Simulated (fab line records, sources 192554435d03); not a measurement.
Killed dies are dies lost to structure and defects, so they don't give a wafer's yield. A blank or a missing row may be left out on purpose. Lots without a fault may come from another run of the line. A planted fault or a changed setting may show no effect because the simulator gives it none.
Split-lot experiment | flow n5_finfet | 7 lots, 21 wafers read, on a route of 1938 steps

THE SPLIT
At N5_BEOL_M2_ETCH_74 (etches underlayer in N2/H2, target depth 6.5 nm, time 5.2 s), the setting source_w was moved away from the recipe's 840 W on 10 of the 21 wafers read, by -17.3% to +16.6%. The other wafers ran this setting at the recipe's value.

The reading is taken at the split's own step.

THE READING
rf_vpp_V, in V, at N5_BEOL_M2_ETCH_74 (etches underlayer in N2/H2, target depth 6.5 nm, time 5.2 s). Fault-free wafers of this fab line usually give 524 V, standard deviation 3.3 V.

wafer  | tool, chamber at the split | source_w as run, W | against the recipe | rf_vpp_V, V | against lot-mates on the recipe
L074.3 | rie_diel-05, 2             | 840                | recipe             | 526         | -
L074.5 | rie_diel-05, 0             | 793.9              | -5.5%              | 525         | -1
L074.6 | rie_diel-05, 2             | 793.9              | -5.5%              | 540         | +14
L078.1 | rie_diel-01, 1             | 721.4              | -14.1%             | 552         | +32
L078.2 | rie_diel-01, 3             | 721.4              | -14.1%             | 556         | +36
L078.4 | rie_diel-01, 2             | 840                | recipe             | 520         | -
L082.4 | rie_diel-03, 1             | 840                | recipe             | 525         | -
L082.5 | rie_diel-03, 1             | 694.5              | -17.3%             | 564         | +39
L082.6 | rie_diel-03, 2             | 694.5              | -17.3%             | 554         | +29
L084.1 | rie_diel-01, 0             | 979.8              | +16.6%             | 496         | -33
L084.4 | rie_diel-01, 3             | 840                | recipe             | 529         | -
L084.6 | rie_diel-01, 1             | 979.8              | +16.6%             | 496         | -33
L089.1 | rie_diel-03, 1             | 840                | recipe             | 525         | -
L089.4 | rie_diel-03, 3             | 840                | recipe             | 525         | -
L089.5 | rie_diel-03, 3             | 840                | recipe             | 523         | -
L092.2 | rie_diel-05, 1             | 736.9              | -12.3%             | 544         | +16
L092.3 | rie_diel-05, 2             | 840                | recipe             | 528         | -
L092.6 | rie_diel-05, 1             | 736.9              | -12.3%             | 547         | +19
L097.1 | rie_diel-03, 0             | 840                | recipe             | 528         | -
L097.3 | rie_diel-03, 1             | 840                | recipe             | 528         | -
L097.6 | rie_diel-03, 1             | 840                | recipe             | 527         | -

THE FIT
A straight line over all 21 wafers: rf_vpp_V changes by -1.83 V for each +1% of source_w; r = -0.97; the points scatter about the line by 4 V.
The same after taking each lot's own level away (the mean of its wafers on the recipe; 21 wafers): -1.97 V for each +1%; r = -0.97; scatter 4.5 V.
On that fit, the largest move of source_w shifts the reading by 34 V.
The lots' own levels span 520.0 to 529.0 V, that is 2.7 times the standard deviation above.
So the lot-to-lot level changes the slope little: the two slopes agree.
Check: with one of the wafers moved furthest among these (-17.3%) left out of the fit, the line predicts +32.5 V for it against its lot-mates. It came out at +39 V against them.
Tool readings at the split's step, against how far the setting was moved: etch_rf_on_time_s r = -0.94; rf_vpp_V r = -0.97.

OTHER SPLITS ON THESE WAFERS
These wafers also went through other splits before the reading. Each is held against what the fit with the lots' levels taken away leaves over:
other split on the same wafers            | wafers away from the commonest value | r with rf_vpp_V (lot level and that fit taken away)
N5_SDB_COAT_05 spin_rpm                   | 9                                    | -0.04
N5_HKMG_FIN_ETCH_54 source_w              | 4                                    | +0.15
N5_HKMG_FIN_ETCH_55 time_s                | 10                                   | -0.43
N5_GATE_CUT_ALD_22 ald_cycles             | 4                                    | +0.51
N5_MOL_CONTACT_COAG_ALD_131 ald_cycles    | 9                                    | -0.22
N5_MOL_CONTACT_COAG_ETCH_91 time_s        | 7                                    | -0.05
N5_BEOL_M0_SAQP_COAT_08 spin_rpm          | 5                                    | +0.20
N5_BEOL_M0_TRENCH_ETCH_107 target_depth_a | 6                                    | -0.39
N5_BEOL_M1_COAT_22 spin_rpm               | 3                                    | +0.28

THE WHOLE CHAIN: every reading that the file lists as answering this split, in the file's order
step               | what it does                                                | reading           | change (the file's fit)              | r (the file's)
N5_BEOL_M2_ETCH_74 | etches underlayer in N2/H2, target depth 6.5 nm, time 5.2 s | etch_rf_on_time_s | withheld for each +1% of the setting | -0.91
N5_BEOL_M2_ETCH_74 | etches underlayer in N2/H2, target depth 6.5 nm, time 5.2 s | rf_vpp_V          | -1.93 V for each +1% of the setting  | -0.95

THE FILE'S OWN FIT
rf_vpp_V changes by -1.93 V for each +1% of source_w, r = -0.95.
